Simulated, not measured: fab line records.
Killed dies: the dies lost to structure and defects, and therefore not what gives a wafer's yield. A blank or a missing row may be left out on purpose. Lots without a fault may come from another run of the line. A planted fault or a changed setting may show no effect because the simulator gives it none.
Which of the tools did it? | flow n5-finfet | 72 wafers from 24 lots sampled at 3 of the route's 1938 steps

## WHAT THE GAUGES SHOWED, per wafer
N5_BEOL_M0_INSPECT_127: inspects for defects (darkfield).
lot  | measured     | on                | raw-defect-count
L074 | day 5 23:54  | defect-inspect-01 | 95 86 79
L075 | day 6 08:08  | defect-inspect-01 | 84 55 56
L076 | day 6 12:47  | defect-inspect-02 | 54 74 83
L077 | day 6 15:34  | defect-inspect-01 | 59 44 48
L078 | day 6 18:09  | defect-inspect-02 | 62 70 73
L079 | day 7 03:24  | defect-inspect-01 | 78 58 51
L080 | day 7 10:15  | defect-inspect-01 | 81 65 45
L081 | day 7 20:58  | defect-inspect-01 | 75 54 47
L082 | day 8 02:38  | defect-inspect-02 | 67 153 81
L083 | day 8 12:08  | defect-inspect-02 | 66 92 58
L084 | day 8 12:36  | defect-inspect-02 | 81 88 94
L085 | day 8 23:41  | defect-inspect-01 | 90 93 79
L086 | day 9 07:09  | defect-inspect-02 | 72 64 75
L087 | day 9 07:34  | defect-inspect-02 | 60 129 62
L088 | day 9 13:29  | defect-inspect-01 | 73 62 84
L089 | day 9 22:09  | defect-inspect-02 | 56 53 79
L090 | day 10 00:44 | defect-inspect-01 | 100 80 105
L091 | day 10 03:35 | defect-inspect-02 | 55 59 54
L092 | day 10 10:51 | defect-inspect-01 | 71 102 88
L093 | day 10 20:10 | defect-inspect-01 | 72 64 60
L094 | day 10 23:27 | defect-inspect-02 | 68 34 33
L095 | day 11 00:18 | defect-inspect-01 | 85 79 79
L096 | day 11 18:07 | defect-inspect-01 | 32 47 28
L097 | day 11 22:38 | defect-inspect-01 | 79 70 61

N5_BEOL_M1_OVL_MEAS_12.
lot  | measured     | on         | M1_OVL (nm)
L074 | day 6 02:05  | overlay-01 | -1.2 -0.3 -0.8
L075 | day 6 09:51  | overlay-01 | 0.1 -0.1 -0.7
L076 | day 6 14:08  | overlay-02 | -0.6 0.1 -0.4
L077 | day 6 17:00  | overlay-01 | 0.1 0.6 -1.4
L078 | day 6 19:19  | overlay-01 | 1.1 0.3 1.0
L079 | day 7 04:40  | overlay-01 | -0.2 0.5 -0.4
L080 | day 7 11:33  | overlay-01 | -1.3 -1.0 -0.4
L081 | day 7 23:40  | overlay-01 | 0.8 -0.3 0.1
L082 | day 8 03:42  | overlay-01 | -0.1 -0.6 -0.1
L083 | day 8 14:25  | overlay-01 | -1.1 -1.1 0.2
L084 | day 8 16:57  | overlay-01 | 0.3 0.6 0.6
L085 | day 9 00:46  | overlay-02 | -0.3 -0.3 0.4
L086 | day 9 08:46  | overlay-01 | 0.4 -0.5 -1.1
L087 | day 9 10:25  | overlay-01 | -0.9 0.0 0.2
L088 | day 9 16:05  | overlay-02 | -0.4 0.9 -0.3
L089 | day 9 22:59  | overlay-01 | -1.1 -0.8 0.7
L090 | day 10 02:40 | overlay-01 | -0.8 -1.8 -1.3
L091 | day 10 05:50 | overlay-02 | 0.1 -0.2 -0.6
L092 | day 10 13:10 | overlay-01 | 0.4 -0.3 0.2
L093 | day 10 21:21 | overlay-02 | 0.1 0.6 -0.5
L094 | day 11 00:25 | overlay-02 | -0.8 -0.6 0.4
L095 | day 11 03:53 | overlay-01 | 0.0 0.8 0.2
L096 | day 11 19:04 | overlay-02 | -0.8 -0.4 -1.0
L097 | day 12 00:04 | overlay-01 | 0.0 -0.4 -1.0

## WHAT TOOL EACH LOT RAN ON (gives the tool, then ch and the chambers of the sampled wafers, and finally the start)
lot  | N5_BEOL_M0_ANNEAL_119
L074 | rtp-anneal-02 ch 0, day 5 23:04
L075 | rtp-anneal-02 ch 0, day 6 07:19
L076 | rtp-anneal-01 ch 0, day 6 11:53
L077 | rtp-anneal-01 ch 0, day 6 14:41
L078 | rtp-anneal-02 ch 0, day 6 17:16
L079 | rtp-anneal-01 ch 0, day 7 02:31
L080 | rtp-anneal-02 ch 0, day 7 09:22
L081 | rtp-anneal-02 ch 0, day 7 20:05
L082 | rtp-anneal-02 ch 0, day 8 01:43
L083 | rtp-anneal-02 ch 0, day 8 11:16
L084 | rtp-anneal-02 ch 0, day 8 11:32
L085 | rtp-anneal-01 ch 0, day 8 22:51
L086 | rtp-anneal-02 ch 0, day 9 06:19
L087 | rtp-anneal-01 ch 0, day 9 06:44
L088 | rtp-anneal-01 ch 0, day 9 12:37
L089 | rtp-anneal-02 ch 0, day 9 21:14
L090 | rtp-anneal-02 ch 0, day 9 23:49
L091 | rtp-anneal-02 ch 0, day 10 02:42
L092 | rtp-anneal-01 ch 0, day 10 09:56
L093 | rtp-anneal-01 ch 0, day 10 19:17
L094 | rtp-anneal-01 ch 0, day 10 22:36
L095 | rtp-anneal-01 ch 0, day 10 23:17
L096 | rtp-anneal-02 ch 0, day 11 17:11
L097 | rtp-anneal-02 ch 0, day 11 21:43
- N5_BEOL_M0_ANNEAL_119: time 90 s.

## AS READ BY THE TOOLS THEMSELVES (means over the sampled wafers that have a number; for cases with no such wafer, the mark the record gives instead)
N5_BEOL_M0_ANNEAL_119.
lot  | tool          | wafer_temp_C_max
L074 | rtp-anneal-02 | 225.8
L075 | rtp-anneal-02 | 225.5
L076 | rtp-anneal-01 | 226.4
L077 | rtp-anneal-01 | 226.4
L078 | rtp-anneal-02 | 225.8
L079 | rtp-anneal-01 | 226.7
L080 | rtp-anneal-02 | 225.5
L081 | rtp-anneal-02 | 225.5
L082 | rtp-anneal-02 | 225.6
L083 | rtp-anneal-02 | 225.8
L084 | rtp-anneal-02 | 225.9
L085 | rtp-anneal-01 | 226.3
L086 | rtp-anneal-02 | 225.5
L087 | rtp-anneal-01 | 226.4
L088 | rtp-anneal-01 | 226.2
L089 | rtp-anneal-02 | 225.9
L090 | rtp-anneal-02 | 225.6
L091 | rtp-anneal-02 | 225.5
L092 | rtp-anneal-01 | 226.4
L093 | rtp-anneal-01 | 226.5
L094 | rtp-anneal-01 | 226.4
L095 | rtp-anneal-01 | 226.4
L096 | rtp-anneal-02 | 225.8
L097 | rtp-anneal-02 | 225.6

## THE ANSWER, worked out from the rows above alone
Rule: the usual values come from the lots themselves. The widest of any qualifying gaps counts: lots, ordered by their means at a reading, are off when they make up no more than a third of the lots, leave a main group of 4 or more, and stand apart from it by 3 or more times the standard deviation of that group's means. A main group whose means are all the same, to the digits that the tables above print for the reading, isn't used. A lot without any number at a reading at which 4 lots or more have one is off too. Where the step has rows for the other lots, those lots are counted as sound. Order of review: gauges by route order, followed by the tools' own readings, for which a lot's mean as printed above is used. The first step at which some lot is off is used, and at that step the reading that is off furthest; a lot without a number counts as furthest.
No lot is off on any of the readings shown, so nothing can be concluded from this.

## WHAT THE SIMULATOR HAD INSERTED
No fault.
